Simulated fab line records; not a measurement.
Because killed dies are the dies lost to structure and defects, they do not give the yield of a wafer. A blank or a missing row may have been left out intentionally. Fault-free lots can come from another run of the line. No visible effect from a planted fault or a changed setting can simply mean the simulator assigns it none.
Which of the tools did it? -- flow nand-harc -- 18 wafers from 6 lots sampled at 5 of the route's 1302 steps

== WHAT THE GAUGES SHOWED, per wafer ==
NHARC_END_SORT_01.
lot -- measured -- on -- killed-at-array

== WHAT TOOL EACH LOT RAN ON (gives the tool, then ch and the chambers of the sampled wafers, and finally the start) ==
lot,NHARC_A_CHANNEL_FILL_D2_ALD_15,NHARC_A_CHANNEL_FILL_D2_CMP_10,NHARC_A_CHANNEL_FILL_D2_RTA_24,NHARC_A_STAIRCASE_ETCH_170
L565,"ald-sin-batch-02 ch 0, day 18 15:23 or earlier","cmp-03 ch 0,1,2, day 18 15:23","rtp-anneal-02 ch 0, day 18 15:51","rie-diel-11 ch 0,2,3, day 18 17:17"
L567,"ald-sin-batch-03 ch 0, day 19 15:47 or earlier","cmp-04 ch 0,2,3, day 19 15:47","rtp-anneal-01 ch 0, day 19 16:13","rie-diel-11 ch 0,1,3, day 19 17:37"
L570,"ald-sin-batch-01 ch 0, day 20 16:02 or earlier","cmp-04 ch 0,2,3, day 20 16:02","rtp-anneal-01 ch 0, day 20 16:26","rie-diel-12 ch 0,2,3, day 20 17:51"
L572,"ald-sin-batch-01 ch 0, day 21 14:59 or earlier","cmp-04 ch 0,2,3, day 21 14:59","rtp-anneal-02 ch 0, day 21 15:22","rie-diel-12 ch 2,3, day 21 16:43"
L576,"ald-sin-batch-01 ch 0, day 23 03:56 or earlier","cmp-02 ch 0,1,2, day 23 03:56","rtp-anneal-02 ch 0, day 23 04:20","rie-diel-08 ch 0,1,2, day 23 05:49"
L581,"ald-sin-batch-01 ch 0, day 24 23:22 or earlier","cmp-02 ch 0,1,3, day 24 23:22","rtp-anneal-01 ch 0, day 24 23:47","rie-diel-08 ch 1,2,3, day 25 01:14"
- NHARC_A_CHANNEL_FILL_D2_ALD_15: deposits SiNx, target thk 2 nm, pulse time 60 s, ald cycles 19.
- NHARC_A_CHANNEL_FILL_D2_CMP_10: polishes, target thk 150 nm.
- NHARC_A_CHANNEL_FILL_D2_RTA_24: time 5 s.
- NHARC_A_STAIRCASE_ETCH_170: etches the open film in C4F6/O2, target depth 200 nm, time 66.667 s.

== THE ANSWER, worked out from the rows above alone ==
Rule: usual is defined by the lots themselves. The widest of any qualifying gaps counts: lots, ordered by their means at a reading, are off when they make up no more than a third of the lots, leave a main group of 4 or more, and stand apart from it by 3 or more times the standard deviation of that group's means. A main group is skipped when, at the precision printed for the reading in the tables above, its means are all equal. A lot without any number at a reading at which 4 lots or more have one is off too. All remaining lots with rows at the step are treated as sound.
No lot is off on any of the readings shown, so nothing can be concluded from this.

== WHAT THE SIMULATOR PUT IN ==
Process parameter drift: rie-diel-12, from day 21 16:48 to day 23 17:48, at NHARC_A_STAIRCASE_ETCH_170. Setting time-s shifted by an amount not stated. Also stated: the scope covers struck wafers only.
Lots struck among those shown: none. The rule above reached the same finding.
